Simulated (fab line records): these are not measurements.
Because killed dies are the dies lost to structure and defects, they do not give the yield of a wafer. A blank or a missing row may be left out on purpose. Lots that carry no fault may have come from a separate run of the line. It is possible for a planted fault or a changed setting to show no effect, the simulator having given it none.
Lot-split experiment | flow n5_finfet | 39 wafers read from 7 lots, route of 1938 steps

== ABOUT THE SPLIT ==
At N5_BEOL_M0_SAQP_DESCUM_19 (chemistry O2, time 7.9 s), the setting time_s was moved away from the recipe's 7.9 s on 15 of the 39 wafers read, by -52.4% to +21.9%. The other wafers ran this setting at the recipe's value.

The reading comes from the split's own step.

== THE READING ==
CAR-ArF_of_BEOL_M0_SAQP_COAT_08.thk_nm (the simulator's own value, which no gauge read), in nm, at N5_BEOL_M0_SAQP_DESCUM_19 (chemistry O2, time 7.9 s). The file gives no usual value for it. The 24 wafers here that ran the recipe average 83.4 nm, standard deviation 0.26 nm.

wafer  | tool, chamber at the split | time_s as run, s | against the recipe | CAR-ArF_of_BEOL_M0_SAQP_COAT_08.thk_nm, nm | against lot-mates on the recipe
L076.1 | rie_diel-06, 3,2           | 9.633            | +21.9%             | 81.8                                       | -1.3
L076.4 | rie_diel-06, 3,2           | 9.633            | +21.9%             | 81.8                                       | -1.3
L076.2 | rie_diel-06, 0             | 7.9              | recipe             | 83.2                                       | -
L076.3 | rie_diel-06, 1,0           | 7.9              | recipe             | 83                                         | -
L076.6 | rie_diel-06, 1,0           | 7.9              | recipe             | 83                                         | -
L076.5 | rie_diel-06, 1             | 9.633            | +21.9%             | 82                                         | -1.1
L077.1 | rie_diel-04, 1             | 7.9              | recipe             | 83.8                                       | -
L077.5 | rie_diel-04, 1             | 7.9              | recipe             | 83.8                                       | -
L077.2 | rie_diel-04, 0             | 7.9              | recipe             | 83.6                                       | -
L083.1 | rie_diel-04, 1             | 4.429            | -43.9%             | 85.6                                       | +2.3
L083.2 | rie_diel-04, 3,2           | 7.9              | recipe             | 83.2                                       | -
L083.4 | rie_diel-04, 3,2           | 7.9              | recipe             | 83.2                                       | -
L083.3 | rie_diel-04, 0             | 7.9              | recipe             | 83.4                                       | -
L083.5 | rie_diel-04, 2,1           | 4.429            | -43.9%             | 85.4                                       | +2.1
L083.6 | rie_diel-04, 2,1           | 4.429            | -43.9%             | 85.4                                       | +2.1
L085.1 | rie_diel-06, 3             | 7.9              | recipe             | 83.6                                       | -
L085.2 | rie_diel-06, 2             | 6.597            | -16.5%             | 84.2                                       | +0.7
L085.3 | rie_diel-06, 0             | 7.9              | recipe             | 83.4                                       | -
L085.6 | rie_diel-06, 0             | 7.9              | recipe             | 83.4                                       | -
L085.4 | rie_diel-06, 1,3           | 6.597            | -16.5%             | 84.4                                       | +0.9
L085.5 | rie_diel-06, 1,3           | 6.597            | -16.5%             | 84.4                                       | +0.9
L087.1 | rie_diel-02, 1,3,1         | 7.9              | recipe             | 83.6                                       | -
L087.2 | rie_diel-02, 1,3,1         | 7.9              | recipe             | 83.6                                       | -
L087.5 | rie_diel-02, 1,3,1         | 7.9              | recipe             | 83.6                                       | -
L087.3 | rie_diel-02, 0             | 7.9              | recipe             | 83.2                                       | -
L087.6 | rie_diel-02, 0             | 7.9              | recipe             | 83.2                                       | -
L087.4 | rie_diel-02, 2             | 7.9              | recipe             | 83.4                                       | -
L088.1 | rie_diel-06, 1,2           | 3.761            | -52.4%             | 85.6                                       | +2.4
L088.2 | rie_diel-06, 1,2           | 3.761            | -52.4%             | 85.6                                       | +2.4
L088.3 | rie_diel-06, 3,0,0         | 7.9              | recipe             | 83.2                                       | -
L088.4 | rie_diel-06, 3,0,0         | 7.9              | recipe             | 83.2                                       | -
L088.6 | rie_diel-06, 3,0,0         | 7.9              | recipe             | 83.2                                       | -
L088.5 | rie_diel-06, 3             | 3.761            | -52.4%             | 85.8                                       | +2.6
L096.1 | rie_diel-02, 3,2           | 7.9              | recipe             | 83.6                                       | -
L096.4 | rie_diel-02, 3,2           | 7.9              | recipe             | 83.6                                       | -
L096.2 | rie_diel-02, 1,0           | 5.749            | -27.2%             | 84.8                                       | +1.1
L096.3 | rie_diel-02, 1,0           | 5.749            | -27.2%             | 84.8                                       | +1.1
L096.5 | rie_diel-02, 2             | 5.749            | -27.2%             | 85                                         | +1.3
L096.6 | rie_diel-02, 3             | 7.9              | recipe             | 84                                         | -
Rows listing several chambers each stand for several wafers; the file does not say which wafer went through which chamber.

FIT RESULTS
A straight line over all 39 wafers: CAR-ArF_of_BEOL_M0_SAQP_COAT_08.thk_nm changes by -0.0491 nm for each +1% of time_s; r = -0.97; the points scatter about the line by 0.27 nm.
The same after taking each lot's own level away (the mean of its wafers on the recipe; 39 wafers): -0.0486 nm for each +1%; r = -0.99; scatter 0.14 nm.
The reading moves by 2.5 nm for the largest change in time_s, on that fit.
The lots' own levels span 83.07 to 83.73 nm, that is 2.6 times the standard deviation above.
The two slopes are in agreement: the lot-to-lot level therefore moves the slope only a little.
Check: for one of the wafers moved furthest among these (-52.4%), held out of the fit, the line's prediction against its lot-mates is +2.55 nm. Against them it came out at +2.4 nm.

== OTHER SPLITS ON THESE WAFERS ==
These wafers also went through other splits before the reading. Each is held against what the fit with the lots' levels taken away leaves over:
other split on the same wafers          | wafers away from the commonest value | r with CAR-ArF_of_BEOL_M0_SAQP_COAT_08.thk_nm (lot level and that fit taken away)
N5_ZERO_LAYER_PECVD_02 time_s           | 12                                   | +0.08
N5_FIN_SAQP_SPACER2_ALD_28 target_thk_a | 12                                   | -0.26
N5_DUMMY_GATE_PECVD_30 time_s           | 6                                    | +0.14
N5_HKMG_FIN_ETCH_32 target_depth_a      | 15                                   | -0.09

== FILE'S OWN FIT ==
CAR-ArF_of_BEOL_M0_SAQP_COAT_08.thk_nm changes by -0.0482 nm for each +1% of time_s, r = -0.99.
